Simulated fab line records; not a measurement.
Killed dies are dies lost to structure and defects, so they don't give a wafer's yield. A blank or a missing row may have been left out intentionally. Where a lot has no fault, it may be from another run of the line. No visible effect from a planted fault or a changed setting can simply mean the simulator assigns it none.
Matching of chambers || flow n5_finfet || N5_BEOL_M8_CURE_74 on uv_cure-02 has 3 sister chambers
The step cures SiCOH lowk, time 240 s. 6 wafers are shown with their chamber, then 8 later ones without.

EACH WAFER AND ITS CHAMBER
{"wafer": "L083.4", "chamber": 2, "wafer_temp_C_max": 386.5, "lamp_power_pct (%)": 52.32}
{"wafer": "L083.5", "chamber": 2, "wafer_temp_C_max": 386.9, "lamp_power_pct (%)": 52.37}
{"wafer": "L084.3", "chamber": 1, "wafer_temp_C_max": 387.5, "lamp_power_pct (%)": 52.33}
{"wafer": "L084.5", "chamber": 1, "wafer_temp_C_max": 387.3, "lamp_power_pct (%)": 52.26}
{"wafer": "L086.5", "chamber": 0, "wafer_temp_C_max": 388.2, "lamp_power_pct (%)": 52.35}
{"wafer": "L089.2", "chamber": 0, "wafer_temp_C_max": 387.4, "lamp_power_pct (%)": 52.25}

WAFERS MISSING THEIR CHAMBER
{"wafer": "L089.3", "wafer_temp_C_max": 388.6, "lamp_power_pct (%)": 52.27}
{"wafer": "L089.5", "wafer_temp_C_max": 388.0, "lamp_power_pct (%)": 52.20}
{"wafer": "L092.3", "wafer_temp_C_max": 387.4, "lamp_power_pct (%)": 52.37}
{"wafer": "L092.5", "wafer_temp_C_max": 387.6, "lamp_power_pct (%)": 52.23}
{"wafer": "L092.6", "wafer_temp_C_max": 387.4, "lamp_power_pct (%)": 52.29}
{"wafer": "L097.2", "wafer_temp_C_max": 389.5, "lamp_power_pct (%)": 52.27}
{"wafer": "L097.3", "wafer_temp_C_max": 387.2, "lamp_power_pct (%)": 52.34}
{"wafer": "L097.5", "wafer_temp_C_max": 387.7, "lamp_power_pct (%)": 52.32}

WHICH CHAMBER EACH ONE RAN IN
{"wafer": "L089.3", "from the rows above": "can't be placed: 0 or 1", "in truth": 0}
{"wafer": "L089.5", "from the rows above": "can't be placed: 0 or 1", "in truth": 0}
{"wafer": "L092.3", "from the rows above": "can't be placed: 1 or 0 or 2", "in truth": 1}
{"wafer": "L092.5", "from the rows above": "can't be placed: 1 or 0 or 2", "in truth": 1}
{"wafer": "L092.6", "from the rows above": "can't be placed: 1 or 0", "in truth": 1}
{"wafer": "L097.2", "from the rows above": "can't be placed: 0 or 1", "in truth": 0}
{"wafer": "L097.3", "from the rows above": "can't be placed: 1 or 2 or 0", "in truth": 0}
{"wafer": "L097.5", "from the rows above": "can't be placed: 0 or 1", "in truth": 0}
0 of 8 placed correctly. Can't be placed from these rows: 8 (the true chamber is among the candidates in 8). 0 placed wrongly.
How it was worked out, from the rows above alone: a wafer's distance from a chamber is the root of the sum, over the readings, of the square of ((its reading less the chamber's mean) divided by the reading's scatter). The wafer belongs to the nearest chamber; if the next one is less than 2 further off, it can't be placed. For every chamber, the mean is computed from those of its wafers that are shown. The scatter: take each reading less its chamber's mean, square it, sum over the shown wafers, divide by the number of wafers less the number of chambers, and take the root.
